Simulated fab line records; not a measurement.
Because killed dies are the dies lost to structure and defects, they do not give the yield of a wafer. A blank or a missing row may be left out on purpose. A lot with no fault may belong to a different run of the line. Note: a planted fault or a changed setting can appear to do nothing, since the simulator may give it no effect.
A struck lot beside a sound one | flow n5 finfet | 18 steps out of a route of 1938
Sound: these wafers, L219.1, L219.2, L219.4. Struck: wafer L222.4; the same lot's L222.1 was not struck, so it is left out; see the end for the cause.
Each step with rows lists, per side, the tool, then ch with its chambers, then its first start. Under that, the readings that differ: sound wafers | struck wafers | difference of the means | sigmas: that difference in standard deviations of wafers without a fault.
alike: a reading whose means differ by less than 2 such deviations, as well as words and numbers matching on both sides. not compared: withheld readings; readings where some wafer has no value; bounds like >300 that might hide an equal value; numbers whose values overlap and for which the record gives no deviation.
The two part at a step that has a row with sigmas, a row that says differs or no value, or rows on one side only. Numbers that don't overlap but have no deviation are shown without sigmas and don't part them. A reading missing from all wafers of one side parts the sides only when that side holds two or more wafers.

N5_BEOL_M1_INSPECT_30: inspects for defects (brightfield).
  sound: defect inspect-02 at day 6 17:43; struck: defect inspect-02 at day 7 14:41
  alike: raw defect count
then, 1 step without rows for these wafers: N5_BEOL_M1_DESCUM_33 (chemistry O2, time 7 s).
N5_BEOL_M1_ETCH_77: etches underlayer in N2/H2, target depth 6.5 nm, time 5.2 s.
  sound on rie diel-05 ch 0,1,2, day 6 17:55; struck on rie diel-05 ch 2, day 7 14:45
  alike: drypump motor current A, etch rf on time s, oes product au, rf vpp V, showerhead plenum p Torr, throttle valve pct
  not compared: rf hours counter h
N5_BEOL_M1_ETCH_69: etches SiARC in CF4, target depth 15.6 nm, time 26 s.
  sound on rie diel-05 ch 0,1,2, day 6 17:56; struck on rie diel-05 ch 2, day 7 14:46
  alike: drypump motor current A, etch rf on time s, oes product au, rf vpp V, showerhead plenum p Torr, throttle valve pct
  not compared: rf hours counter h
then, 1 step without rows for these wafers: N5_BEOL_M1_ALD_98 (deposits SiO2, target thk 2.5 nm, pulse time 1 s, co reactant pulse time 1 s).
N5_BEOL_M1_ETCHBACK_99: etches SiO2 in CHF3, target depth 5 nm, time 10.4 s.
  sound on rie diel-05 ch 0,1,2, day 7 02:07; struck on rie diel-05 ch 1, day 8 06:25
  alike: drypump motor current A, oes_ar_750_au, oes_f_703_au, oes product au, rf vpp V, showerhead plenum p Torr, throttle valve pct
  not compared: rf hours counter h
then, 3 steps without rows for these wafers: N5_BEOL_M1_ETCH_70 (etches SOC in N2/H2, target depth 80 nm, overetch 16 nm, time 120 s); N5_BEOL_M1_STRIP_71 (strips in N2/H2); N5_BEOL_M1_STRIP_78 (strips in N2/H2).
N5_BEOL_M1_VIA_ETCH_34: etches the open film in C4F6/O2, target depth 67.8 nm, time 64.4 s.
  sound on rie diel-05 ch 0,1,2, day 7 02:15; struck on rie diel-05 ch 1, day 8 06:33
  alike: drypump motor current A, oes_ar_750_au, oes_f_703_au, oes product au, rf vpp V, run length s, showerhead plenum p Torr, throttle valve pct
  not compared: rf hours counter h
then, 2 steps without rows for these wafers: N5_BEOL_M1_STRIP_83 (strips in C4F6/O2); N5_BEOL_M1_STRIP_36 (strips in N2/H2).
N5_BEOL_M1_TRENCH_ETCH_37: etches SiOC in C4F6/O2, target depth 55.207 nm, time 29 s.
  sound on rie diel-05 ch 0,1,2, day 7 02:21; struck on rie diel-05 ch 1, day 8 06:39
  reading                                    | sound             | struck | difference | sigmas
  run length s (s)                           | 52.4 52.7 52.0    | 56.5   | +4.1       | +9
  model.BEOL_M1.feature depth nm (nm)        | 54.8 54.2 54.4    | 62.8   | +8.3       |
  model.etch.depth nm (nm)                   | 54.85 54.11 54.46 | 62.7   | +8.2       |
  model.TiN_of_BEOL_M1_HM_DEP_02.thk nm (nm) | 17.6 17.8 17.8    | 17.2   | -0.5       |
  alike: drypump motor current A, oes_ar_750_au, oes_f_703_au, oes product au, rf vpp V, showerhead plenum p Torr, throttle valve pct
  not compared: rf hours counter h
then, 1 step without rows for these wafers: N5_BEOL_M1_ETCH_41 (etches SiCN in CH3F/O2, target depth 31.9 nm, time 57.8 s).
N5_BEOL_M1_STRIP_97: strips in N2/H2, time 10 s.
  sound: rie diel-05 ch 0,1,2; struck: rie diel-05 ch 1
  alike: drypump motor current A, oes product au, rf vpp V, showerhead plenum p Torr, throttle valve pct
  not compared: rf hours counter h
N5_BEOL_M1_OCD_MEAS_38:
  sound: ocd-02 at day 7 02:30; struck: ocd-01 at day 8 06:48
  reading              | sound          | struck | difference | sigmas
  trench depth nm (nm) | 55.0 53.9 54.9 | 62.5   | +7.9       | +7
then, 1 step without rows for these wafers: N5_BEOL_M1_HM_STRIP_39 (strips TiN in peroxide tin strip, target depth 25 nm, time 158 s).
N5_BEOL_M4_RC_MEAS_101:
  sound on prober-02 ch 0, day 8 20:29; struck on prober-02 ch 0, day 9 23:12
  alike: DIBL_N, DIBL_P, IOFF_N, IOFF_P, ION_N, ION_P, SS_N, SS_P, VT_N, VT_P

== WHERE THEY PART ==
First at N5_BEOL_M1_TRENCH_ETCH_37; last, within this record, at N5_BEOL_M1_OCD_MEAS_38. Later steps at which nothing parts them and some readings are alike: N5_BEOL_M4_RC_MEAS_101.

WHY: what the simulator had put in
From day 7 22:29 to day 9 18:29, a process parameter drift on rie diel-05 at N5_BEOL_M1_TRENCH_ETCH_37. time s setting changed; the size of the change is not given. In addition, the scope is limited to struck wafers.
